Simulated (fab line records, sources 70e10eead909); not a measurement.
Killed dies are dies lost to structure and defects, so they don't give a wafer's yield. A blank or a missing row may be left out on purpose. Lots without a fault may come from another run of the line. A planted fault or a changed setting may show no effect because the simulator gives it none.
A struck lot beside a sound one | flow nand_harc | 17 steps out of a route of 1302
Sound: wafers L771.3, L771.4, L771.6. Struck: wafers L784.1, L784.3. (L784.4 of the same lot was not struck and is left out.) The cause comes at the end.
At each step with rows: each side's tool, then ch and its chambers, then its first start. Under that, the readings that differ: sound wafers | struck wafers | difference of the means | sigmas: that difference in standard deviations of wafers without a fault.
alike: readings whose means differ by less than 2 such deviations, and words and numbers that are the same on both sides. not compared: withheld readings, readings that some wafer has no value for, bounds like >300 that may hide the same value, and numbers for which the record gives no deviation and whose values overlap.
The two part at a step that has a row with sigmas, a row that says differs or no value, or rows on one side only. Numbers that don't overlap but have no deviation are shown without sigmas and don't part them. A reading that every wafer of one side lacks parts them only if that side has two wafers or more.

NHARC_P_M1_INSPECT_11:
  sound on defect_inspect-02, day 9 15:03; struck on defect_inspect-01, day 15 03:46
  alike: raw_defect_count
then, 1 step without rows for these wafers: NHARC_P_M1_DESCUM_14 (chemistry O2, time 3 s).
NHARC_P_M1_ETCH_35: etches the open film in N2/H2, target depth 40 nm, overetch 12 nm, time 43.94 s.
  sound on rie_diel-09 ch 0,2,3, day 9 15:12; struck on rie_diel-07 ch 1,2, day 15 03:55
  reading               | sound             | struck      | difference | sigmas
  oes_product_au (a.u.) | 1.002 1.000 1.007 | 0.982 0.991 | -0.016     | -2
  alike: drypump_motor_current_A, n2_flow_sccm, rf_fwd_power_W, rf_vpp_V, showerhead_plenum_p_Torr, throttle_valve_pct
  not compared: rf_hours_counter_h
then, 1 step without rows for these wafers: NHARC_P_M1_ETCH_15 (etches the open film in C4F8/Ar, target depth 182.5 nm, time 91.2 s).
NHARC_P_M1_CD_MEAS_16:
  sound on cd_sem-03, day 9 15:25; struck on cd_sem-01, day 15 04:08
  alike: cd_nm
then, 3 steps without rows for these wafers: NHARC_P_M1_STRIP_18 (strips in N2/H2); NHARC_P_M1_ETCH_28 (etches the open film in CF4/N2, target depth 30 nm, time 72.99 s); NHARC_P_M1_STRIP_19 (strips in post etch residue remover, time 600 s).
NHARC_P_M1_DEGAS_29: time 60 s.
  sound on pvd_sputter-01, day 9 16:08; struck on pvd_sputter-03, day 15 04:50
  alike: heater_power_w
NHARC_P_M1_PRE_CLEAN_30: time 30 s.
  sound on pvd_sputter-01; struck on pvd_sputter-03
  alike: heater_power_w
then, 1 step without rows for these wafers: NHARC_P_M1_PVD_20 (deposits TaN, target thk 5 nm, time 8.06 s).
NHARC_P_M1_PVD_21: deposits Cu, target thk 30 nm, time 20.49 s.
  sound on pvd_sputter-01; struck on pvd_sputter-03
  alike: throttle_valve_pct
NHARC_P_M1_ECD_22: material Cu, target thk 400 nm.
  sound on ecd_cu-01 ch 0,1, day 9 16:35; struck on ecd_cu-02 ch 0,1, day 15 05:13
NHARC_P_M1_ANNEAL_31: time 90 s.
  sound on rtp_anneal-02 ch 0, day 9 16:58; struck on rtp_anneal-01 ch 0, day 15 05:35
  alike: anneal_temp_c_max, wafer_temp_C_max
NHARC_P_M1_CMP_23: polishes, t overpolish 20 s, target thk 157.82 nm.
  sound on cmp-02 ch 1,2, day 9 17:14; struck on cmp-02 ch 2,3, day 15 05:56
  reading                | sound          | struck    | difference | sigmas
  time_to_endpoint_s (s) | 27.5 27.1 28.7 | 17.7 16.5 | -10.7      | -5
  alike: motor_current_A
NHARC_P_M1_THK_MEAS_24: measures by xrf.
  sound on film_metro-02, day 9 17:32; struck on film_metro-01, day 15 06:14
  alike: thk_nm
-- the record jumps here: 19 days lie between the struck wafers' starts before and after (it left off in module P_M1 and takes up again in module END, whose first step shown is number 1302 of the route) --
NHARC_END_SORT_01:
  sound on prober-02 ch 0, day 28 10:37; struck on prober-01 ch 0, day 34 04:46
  alike: defect_limited_yield, killed_at_array, killed_at_other, killed_at_periphery, killed_dies, killed_open, killed_short

WHERE THEY PART
First at NHARC_P_M1_ETCH_35; last, within this record, at NHARC_P_M1_CMP_23. Later steps at which nothing parts them and some readings are alike: NHARC_P_M1_THK_MEAS_24, NHARC_END_SORT_01.

WHY: what the simulator had put in
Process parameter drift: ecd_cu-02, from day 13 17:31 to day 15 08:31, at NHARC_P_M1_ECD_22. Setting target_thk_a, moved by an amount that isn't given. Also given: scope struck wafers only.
